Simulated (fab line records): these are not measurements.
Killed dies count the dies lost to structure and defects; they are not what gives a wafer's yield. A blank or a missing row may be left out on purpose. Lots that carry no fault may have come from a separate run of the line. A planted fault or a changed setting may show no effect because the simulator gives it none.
8D (eight disciplines) problem report, filled in by code + flow n5Finfet + the parts of the form that need people (team, actions taken, sign-off) are left out

1. WHAT IS WRONG
Mean of etchRfOnTimeS at N5_BEOL_M7_ETCH_61: 113.3 s across 9 wafers in 3 lots; on wafers with no fault it is 76.3 s (standard deviation 1.7). Relative to the usual mean, that is a shift of +22 standard deviations.
The step: etches SiARC in CF4, target depth 45.5 nm, time 75.8 s.
First observed at day 18 04:22: wafer L126.1, on rieDiel-01. At this step, 32 wafers from 11 lots have a number in the record. Rule for "out" (also "out of limits"): further than 4 standard deviations from the usual mean. All remaining wafers that have a number are taken as sound.

2. WHAT IT IS, AND WHAT IT ISN'T
| question                    | is                     | is not                                                                                 |
|-----------------------------|------------------------|----------------------------------------------------------------------------------------|
| which readings at this step | etchRfOnTimeS          | drypumpMotorCurrentA, showerheadPlenumPTorr, throttleValvePct                          |
| which lots                  | L124, L125, L126       | L117, L121, L122, L123, L131, L135, L136, L139                                         |
| which wafers of those lots  | all that have a number | -                                                                                      |
| read on which tools         | rieDiel-01             | rieDiel-04, rieDiel-05                                                                 |
| when                        | from day 18 04:22      | up to then (12 sound wafers); but 11 sound wafers of L131, L135, L136, L139 came after |

3. WHAT RULES OUT EACH SUSPECT
Counting: a tool stays on the suspect list if, at a process step up to the reading, it processed all lots that are out and no sound lot following the first of them.
- rieDiel-01 at N5_BEOL_M7_ETCH_61 (etches SiARC in CF4, target depth 45.5 nm, time 75.8 s): kept. It processed each lot that is out, first L126 at day 18 04:22, and no sound lot thereafter; up to then, the last sound lot it processed was L123 at day 17 00:15. Its own readings are out on those wafers: etchRfOnTimeS.
Left after counting: rieDiel-01 at N5_BEOL_M7_ETCH_61.

4. THE CAUSE (what the simulator had put in)
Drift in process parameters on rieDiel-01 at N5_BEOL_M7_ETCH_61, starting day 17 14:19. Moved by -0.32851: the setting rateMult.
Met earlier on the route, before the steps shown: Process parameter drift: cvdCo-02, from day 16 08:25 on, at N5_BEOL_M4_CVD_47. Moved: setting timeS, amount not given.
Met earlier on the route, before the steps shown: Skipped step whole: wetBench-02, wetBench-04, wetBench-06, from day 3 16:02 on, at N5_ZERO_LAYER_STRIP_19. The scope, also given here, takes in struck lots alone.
After counting, this tool was the only one left.

5. SEQUENCE OF EFFECTS, ordered by route
Rows list readings where the struck wafers' mean (over those with a number) sits beyond 3 standard deviations from the usual. Only readings whose record carries a usual standard deviation are examined. hours: median over the lots of the time between each lot's start at the first step of this table that gives one and its start at this step. sigmas: the change, counted in usual standard deviations.
| hours | step               | reading       | usual  | on struck wafers | change | sigmas |
|-------|--------------------|---------------|--------|------------------|--------|--------|
| 0     | N5_BEOL_M7_ETCH_61 | etchRfOnTimeS | 76.3 s | 113.3            | +37.0  | +22    |
Here are the process steps it includes:
- N5_BEOL_M7_ETCH_61: etches SiARC in CF4, target depth 45.5 nm, time 75.8 s.
Readings that are blank on the struck wafers while sound wafers have them: biasW at N5_BEOL_M7_ETCH_61.

6. HOW IT WOULD HAVE BEEN CAUGHT EARLIER
14 hours passed between the start of the fault at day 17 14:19 and the first reading out of limits in this record, taken at day 18 04:22.
